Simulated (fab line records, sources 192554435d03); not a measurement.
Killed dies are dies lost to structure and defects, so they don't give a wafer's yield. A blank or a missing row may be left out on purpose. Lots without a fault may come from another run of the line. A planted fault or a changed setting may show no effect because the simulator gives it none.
Chamber matching | flow n5_finfet | N5_MOL_CONTACT_COAG_ETCHBACK_136 on rie_diel-01: 4 sister chambers
The step etches SiO2 in CHF3, target depth 25 nm, time 16.7 s. 8 wafers are shown with their chamber, then 7 later ones without.

WAFERS WITH THEIR CHAMBER
wafer  | chamber | drypump_motor_current_A (A) | rf_vpp_V (V)
L075.2 | 2       | 5.0                         | 535
L080.5 | 2       | 5.0                         | 536
L081.6 | 0       | 6.5                         | 529
L083.3 | 3       | 5.2                         | 515
L083.4 | 1       | 5.7                         | 520
L083.5 | 0       | 6.5                         | 528
L086.2 | 3       | 5.2                         | 517
L086.3 | 1       | 5.6                         | 521

WAFERS WITHOUT THEIR CHAMBER
wafer  | drypump_motor_current_A (A) | rf_vpp_V (V)
L086.4 | 4.9                         | 537
L092.1 | 5.2                         | 515
L092.2 | 5.6                         | 520
L092.6 | 5.6                         | 521
L093.3 | 6.5                         | 528
L093.4 | 5.7                         | 520
L093.5 | 5.2                         | 515

WHICH CHAMBER EACH WENT THROUGH
wafer  | from the rows above | in truth
L086.4 | 2                   | 2
L092.1 | 3                   | 3
L092.2 | 1                   | 1
L092.6 | 1                   | 1
L093.3 | 0                   | 0
L093.4 | 1                   | 1
L093.5 | 3                   | 3
Placed correctly: 7 of 7. Can't be placed from these rows: 0. Placed wrongly: 0.
How it was worked out, from the rows above alone: a wafer's distance from a chamber is the root of the sum, over the readings, of the square of ((its reading less the chamber's mean) divided by the reading's scatter). The wafer belongs to the nearest chamber; if the next one is less than 2 further off, it can't be placed. A chamber's mean is the mean of its shown wafers. The scatter: the root of (the sum of the squares of (reading less its chamber's mean) over the shown wafers, divided by (wafers less chambers)).
